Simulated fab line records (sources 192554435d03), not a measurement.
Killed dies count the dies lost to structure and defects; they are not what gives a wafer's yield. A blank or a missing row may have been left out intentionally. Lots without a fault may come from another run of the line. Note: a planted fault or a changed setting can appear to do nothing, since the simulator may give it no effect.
One fault through the eyes of 2 desks || flow n5_finfet || each desk holds nothing but its own numbers, with what lay behind them at the end

## METROLOGY DESK
Means of the sampled wafers that have a number, per lot and without regard to the tool the lot ran on: this is what the gauges read. If a lot's mean is further than 4 standard deviations from the usual mean, the lot is out of limits and carries the mark OUT (the distance appears in the brackets). 7 of its 12 readings are shown: the first one out of limits and those lying furthest out on some lot.
Columns: A = M2_ILD_THK at N5_BEOL_M2_THK_MEAS_01, usual 79.2 nm; B = IOFF_P at N5_BEOL_M4_RC_MEAS_101, usual 0.22 nA/um; C = ION_N at N5_BEOL_M4_RC_MEAS_101, usual 677 uA/um; D = ION_P at N5_BEOL_M4_RC_MEAS_101, usual 466 uA/um; E = SS_P at N5_BEOL_M4_RC_MEAS_101, usual 73.2 mV/dec; F = VT_N at N5_BEOL_M4_RC_MEAS_101, usual 249 mV; G = VT_P at N5_BEOL_M4_RC_MEAS_101, usual -248.9 mV
{"lot": "L288", "first seen here": "day 6 16:59", "A": 79.4, "B": 0.19, "C": 672, "D": 461, "E": 72.9, "F": 251, "G": -250.5}
{"lot": "L289", "first seen here": "day 6 23:20", "A": 77.9, "B": 0.24, "C": 691, "D": 464, "E": 73.1, "F": 247, "G": -247.8}
{"lot": "L291", "first seen here": "day 8 00:01", "A": 78.9, "B": 0.24, "C": 689, "D": 471, "E": 73.9, "F": 248, "G": -248.3}
{"lot": "L292", "first seen here": "day 8 05:02", "A": 78.9, "B": 0.24, "C": 694, "D": 465, "E": 74.1, "F": 247, "G": -250.6}
{"lot": "L294", "first seen here": "day 8 08:37", "A": 79.6, "B": 0.30, "C": 695, "D": 482, "E": 73.1, "F": 244, "G": -243.4}
{"lot": "L295", "first seen here": "day 8 11:29", "A": 79.8, "B": 0.18, "C": 674, "D": 458, "E": 73.4, "F": 252, "G": -255.3}
{"lot": "L298", "first seen here": "day 9 13:40", "A": 78.2, "B": 0.22, "C": 671, "D": 463, "E": 73.2, "F": 250, "G": -247.0}
{"lot": "L304", "first seen here": "day 10 22:37", "A": 82.5, "B": 0.21, "C": 674, "D": 471, "E": 72.3, "F": 250, "G": -248.5}
{"lot": "L308", "first seen here": "day 12 00:38", "A": "90.5 (+10) OUT", "B": 0.17, "C": 654, "D": 456, "E": 72.2, "F": 253, "G": -252.2}
{"lot": "L310", "first seen here": "day 12 11:28", "A": 80.1, "B": 0.23, "C": 680, "D": 468, "E": 72.8, "F": 248, "G": -248.5}
This desk's result: L308 out of limits, first on L308 (M2_ILD_THK at N5_BEOL_M2_THK_MEAS_01), day 12 00:46. L288, L289, L291, L292, L294, L295, L298, L304, L310 stayed within limits.

## TOOL OWNER'S DESK, pecvd-02
The tool's own readings at N5_BEOL_M2_ILD_DEP_00 (deposits SiOC from DEMS/O2, target thk 79 nm, time 15.3 s): means of the sampled wafers that have a number, for each lot that ran on this tool. If a lot's mean is further than 4 standard deviations from the usual mean, the lot is out of limits and carries the mark OUT (the distance appears in the brackets).
Columns: A = heater_power_w at N5_BEOL_M2_ILD_DEP_00, usual 509 W; B = showerhead_plenum_p_Torr at N5_BEOL_M2_ILD_DEP_00, usual 5.695 Torr; C = throttle_valve_pct at N5_BEOL_M2_ILD_DEP_00, usual 11.7 %
{"lot": "L289", "first seen here": "day 6 23:24", "A": 543, "B": 5.678, "C": 11.4}
{"lot": "L291", "first seen here": "day 8 00:05", "A": 529, "B": 5.685, "C": 11.5}
{"lot": "L294", "first seen here": "day 8 08:41", "A": 525, "B": 5.677, "C": 11.3}
{"lot": "L298", "first seen here": "day 9 13:44", "A": 568, "B": 5.684, "C": 11.4}
{"lot": "L304", "first seen here": "day 10 22:41", "A": 557, "B": 5.680, "C": 11.5}
{"lot": "L308", "first seen here": "day 12 00:41", "A": 564, "B": 5.684, "C": 11.6}
Result from this desk: across the 6 lots, nothing is out of limits.

## PUT TOGETHER
The metrology desk could have raised an alarm at day 12 00:46, on L308.
Nothing out of limits was seen by the tool owner's desk.
On record at the tool owner's desk: L308, within its limits.
N5_BEOL_M2_ILD_DEP_00 was run on pecvd-02 by each of the lots named.

## WHAT THE SIMULATOR HAD PUT IN
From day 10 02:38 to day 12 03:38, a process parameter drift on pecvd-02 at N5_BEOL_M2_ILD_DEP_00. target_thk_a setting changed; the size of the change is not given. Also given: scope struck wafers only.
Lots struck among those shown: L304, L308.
Hours from the fault's start to each desk's first reading out of limits: the metrology desk, 46.
